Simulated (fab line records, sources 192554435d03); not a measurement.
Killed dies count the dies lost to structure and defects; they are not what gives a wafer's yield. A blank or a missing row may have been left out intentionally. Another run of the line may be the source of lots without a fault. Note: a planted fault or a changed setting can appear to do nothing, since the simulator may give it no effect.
Struck lot and sound lot, side by side || flow n5 finfet || 38 steps out of a route of 1938
Sound: these wafers, L615.1, L615.5. Struck: wafer L607.4; the same lot's L607.1 was not struck, so it is left out; see the end for the cause.
At each step with rows: each side's tool, then ch and its chambers, then its first start. Under that, the readings that differ: sound wafers || struck wafers || difference of the means || sigmas: that difference in standard deviations of wafers without a fault.
alike: readings whose means differ by less than 2 such deviations, and words and numbers that are the same on both sides. not compared: withheld readings, readings that some wafer has no value for, bounds like >300 that may hide the same value, and numbers for which the record gives no deviation and whose values overlap.
The two part at a step that has a row with sigmas, a row that says differs or no value, or rows on one side only. When numbers do not overlap yet have no deviation, they are printed without sigmas and do not part them. A reading missing from all wafers of one side parts the sides only when that side holds two or more wafers.

first, 11 steps without rows for these wafers: N5_WELL_APT_RTA_34 (time 10 s); N5_WELL_APT_OXIDE_STRIP_42 (strips SiO2 in dHF, time 45 s, target depth 12 nm); N5_WELL_APT_PRECLEAN_36 (cleans in O3/DIW, time 45 s); N5_WELL_APT_PRECLEAN_39 (cleans in dHF, time 60 s); N5_WELL_APT_SRD_37 (time 30 s); N5_WELL_APT_EPI_41 (deposits Si from SiH4/H2, target thk 50 nm, time 297.7 s); N5_PMOS_HMC_CHANNEL_EPI_HM_DEP_34 (deposits SiO2 from TEOS/O2, target thk 36 nm, time 6.9 s); N5_PMOS_HMC_CHANNEL_EPI_COAT_31 (time 60 s, resist thk 66 nm); N5_PMOS_HMC_CHANNEL_EPI_COAT_03 (resist thk 205 nm); N5_PMOS_HMC_CHANNEL_EPI_EBR_05; N5_PMOS_HMC_CHANNEL_EPI_SOFTBAKE_04 (time 60 s).
N5_PMOS_HMC_CHANNEL_EPI_EXPOSE_06: exposes mask PMOS HMC BLK, target cd 240 nm.
  sound on arfi scanner-01 ch 0, day 6 23:53; struck on arfi scanner-02 ch 0, day 4 23:23
  alike: mask
then, 2 steps without rows for these wafers: N5_PMOS_HMC_CHANNEL_EPI_PEB_07 (peb time 60 s); N5_PMOS_HMC_CHANNEL_EPI_DEVELOP_08 (develop time 30 s).
N5_PMOS_HMC_CHANNEL_EPI_CD_MEAS_09 targets a cd of 237.4 nm.
  sound on cd sem-02 ch 0, day 7 00:01; struck on cd sem-03 ch 0, day 4 23:31
{"reading": "cd nm (nm)", "sound": "238.8 238.2", "struck": 276.6, "difference": "+38.1", "sigmas": "+38"}
N5_PMOS_HMC_CHANNEL_EPI_DESCUM_14: chemistry O2, time 7.9 s.
  sound on rie diel-01 ch 2,3, day 7 00:07; struck on rie diel-03 ch 1, day 4 23:36
{"reading": "oes product au (a.u.)", "sound": "0.71 0.70", "struck": 0.96, "difference": "+0.26", "sigmas": "+3"}
{"reading": "model.PMOS_HMC_CHANNEL_EPI.cd nm (nm)", "sound": "238.5 238.1", "struck": 276.4, "difference": "+38.1", "sigmas": ""}
  alike: chamber pressure mTorr, drypump motor current A, rf vpp V, showerhead plenum p Torr, throttle valve pct
  not compared: rf hours counter h
then, 5 steps without rows for these wafers: N5_PMOS_HMC_CHANNEL_EPI_ETCH_32 (etches BARC in N2/H2, stops on SiO2, target depth 85.8 nm, time 50.3 s); N5_PMOS_HMC_CHANNEL_EPI_HM_OPEN_15 (chemistry CHF3/O2, target SiO2, target depth 40.6 nm, time 20.3 s); N5_PMOS_HMC_CHANNEL_EPI_STRIP_33 (strips in N2/H2); N5_PMOS_HMC_CHANNEL_EPI_STRIP_17 (strips in SPM, time 750 s); N5_PMOS_HMC_CHANNEL_EPI_ETCH_38 (etches SiO2 in CF4, target depth 1.5 nm).
N5_PMOS_HMC_CHANNEL_EPI_FIN_RECESS_16: chemistry HBr/Cl2, target Si, target depth 54 nm, time 18 s.
  sound on rie si-02 ch 2,3, day 7 00:34; struck on rie si-01 ch 2, day 5 00:03
{"reading": "model.PMOS_HMC_CHANNEL_EPI.cd nm (nm)", "sound": "242.4 240.7", "struck": 279, "difference": "+37", "sigmas": ""}
  alike: chamber pressure mTorr, drypump motor current A, oes product au, throttle valve pct
  not compared: rf hours counter h
then, 14 steps without rows for these wafers: N5_PMOS_HMC_CHANNEL_EPI_PRECLEAN_36 (cleans in O3/DIW, time 45 s); N5_PMOS_HMC_CHANNEL_EPI_PRECLEAN_18 (cleans in DHF, time 30 s); N5_PMOS_HMC_CHANNEL_EPI_SRD_19 (time 30 s); N5_PMOS_HMC_CHANNEL_EPI_EPI_20 (deposits SiGe30, target thk 59 nm); N5_PMOS_HMC_CHANNEL_EPI_HM_STRIP_35 (strips SiO2 in dHF, material SiO2, target depth 39.6 nm, time 216 s); N5_PMOS_HMC_CHANNEL_EPI_SRD_39 (time 30 s); N5_PMOS_HMC_CHANNEL_EPI_CMP_21 (polishes SiGe30, target thk 54 nm); N5_PMOS_HMC_CHANNEL_EPI_PRECLEAN_40 (cleans in DHF, time 30 s); N5_PMOS_HMC_CHANNEL_EPI_PRECLEAN_37 (cleans in O3/DIW, time 45 s); N5_PMOS_HMC_CHANNEL_EPI_PRECLEAN_24 (cleans in DHF, time 30 s); N5_PMOS_HMC_CHANNEL_EPI_SRD_25 (time 30 s); N5_PMOS_HMC_CHANNEL_EPI_EPI_26 (deposits Si from SiH4/H2, target thk 3.8 nm, time 22.7 s); N5_FIN_SAQP_PRECLEAN_42 (cleans in O3/DIW, time 60 s); N5_FIN_SAQP_PRECLEAN_00 (cleans in SC1, time 60 s).
-- the record jumps here: 6 days lie between the struck wafers' starts before and after (it left off in module FIN_SAQP and takes up again in module BEOL_M4, whose first step shown is number 1111 of the route) --
N5_BEOL_M4_RC_MEAS_101:
  sound on prober-01 ch 0, day 12 16:59; struck on prober-01 ch 0, day 10 20:19
  alike: DIBL_N, DIBL_P, IOFF_N, IOFF_P, ION_N, ION_P, SS_N, SS_P, VT_N, VT_P
-- here the record skips 4 days between the struck wafers' starts before and after, leaving off in module BEOL_M4 and picking up in module PASSIVATION (first step shown: number 1936 of the route) --
N5_PASSIVATION_PROBE_49:
  only the struck wafers here have rows in the record (prober-01, day 14 14:32); the sound ones have none

== WHERE THEY PART ==
First at N5_PMOS_HMC_CHANNEL_EPI_CD_MEAS_09; last, within this record, at N5_PASSIVATION_PROBE_49.

WHY: whatever the simulator had introduced
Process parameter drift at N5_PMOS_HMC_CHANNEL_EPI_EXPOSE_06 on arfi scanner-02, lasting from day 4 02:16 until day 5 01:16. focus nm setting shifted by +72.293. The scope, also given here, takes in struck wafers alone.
